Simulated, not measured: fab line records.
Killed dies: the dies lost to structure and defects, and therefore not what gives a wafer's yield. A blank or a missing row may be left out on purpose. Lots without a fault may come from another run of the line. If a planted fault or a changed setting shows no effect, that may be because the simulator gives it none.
Matching of chambers	flow nand_harc	rie_diel-13 running NHARC_A_CHANNEL_HOLE_D1_ETCH_38: 4 sister chambers
The step etches the open film in CF4, target depth 39 nm, time 65 s. 30 wafers are shown with their chamber, then 12 later ones without.

== WAFERS WITH THEIR CHAMBER ==
wafer	chamber	drypump_motor_current_A (A)	showerhead_plenum_p_Torr (Torr)	rf_vpp_V (V)
L075.2	1	6.4	1.73	150.7
L075.3	0	5.5	1.81	152.1
L075.4	2	5.4	1.73	149.5
L076.1	1	6.4	1.73	151.6
L076.3	3	5.1	1.76	151.9
L076.4	0	5.5	1.81	151.7
L078.2	1	6.4	1.73	150.7
L078.4	1	6.4	1.73	151.1
L078.6	2	5.4	1.72	150.9
L081.2	2	5.4	1.72	149.7
L081.3	0	5.5	1.81	151.7
L081.6	3	5.1	1.76	151.1
L082.1	3	5.1	1.76	150.4
L082.4	3	5.1	1.76	150.7
L082.5	0	5.5	1.81	152.6
L084.1	0	5.5	1.81	151.7
L084.3	1	6.4	1.73	151.1
L084.5	1	6.4	1.73	151.2
L085.2	2	5.4	1.72	150.3
L085.3	0	5.5	1.81	150.8
L085.6	3	5.1	1.76	151.6
L087.1	0	5.5	1.81	150.4
L087.2	3	5.1	1.76	150.3
L087.6	1	6.4	1.73	152.2
L089.3	1	6.4	1.73	150.5
L089.5	0	5.5	1.81	152.6
L089.6	1	6.4	1.73	150.5
L090.1	2	5.4	1.72	150.5
L090.2	0	5.6	1.81	152.3
L090.4	1	6.4	1.73	151.0

SIGNATURES (averages over the wafers above)
reading	chamber 0	chamber 1	chamber 2	chamber 3	scatter within a chamber
drypump_motor_current_A	5.511	6.400	5.400	5.100	0.0185
showerhead_plenum_p_Torr	1.8100	1.7300	1.7220	1.7600	0.00175
rf_vpp_V	151.767	151.060	150.180	151.000	0.637
Rule: a wafer's distance from a chamber is the root of the sum, over the readings, of the square of ((its reading less the chamber's mean) divided by the reading's scatter). If the next closest chamber is less than 2 further off than the closest, the wafer can't be placed; otherwise it belongs to the closest. The scatter: take each reading less its chamber's mean, square it, sum over the shown wafers, divide by the number of wafers less the number of chambers, and take the root.

== WAFERS WITH NO CHAMBER GIVEN ==
wafer	drypump_motor_current_A (A)	showerhead_plenum_p_Torr (Torr)	rf_vpp_V (V)
L094.1	5.4	1.72	150.5
L094.4	5.5	1.81	153.4
L094.5	6.4	1.73	150.6
L093.1	5.5	1.81	150.7
L093.4	5.4	1.72	150.9
L093.5	5.1	1.75	151.5
L096.1	5.4	1.72	150.6
L096.4	6.4	1.73	151.0
L096.6	5.1	1.75	152.1
L097.1	6.4	1.73	149.5
L097.3	5.5	1.81	150.4
L097.4	5.1	1.75	150.8

== WHICH CHAMBER EACH WENT THROUGH ==
wafer	from the rows above	in truth
L094.1	2	2
L094.4	0	0
L094.5	1	1
L093.1	0	0
L093.4	2	2
L093.5	3	3
L096.1	2	2
L096.4	1	1
L096.6	3	3
L097.1	1	1
L097.3	0	0
L097.4	3	3
Correct placement for 12 of the 12. Not placeable from these rows: 0. 0 placed wrongly.
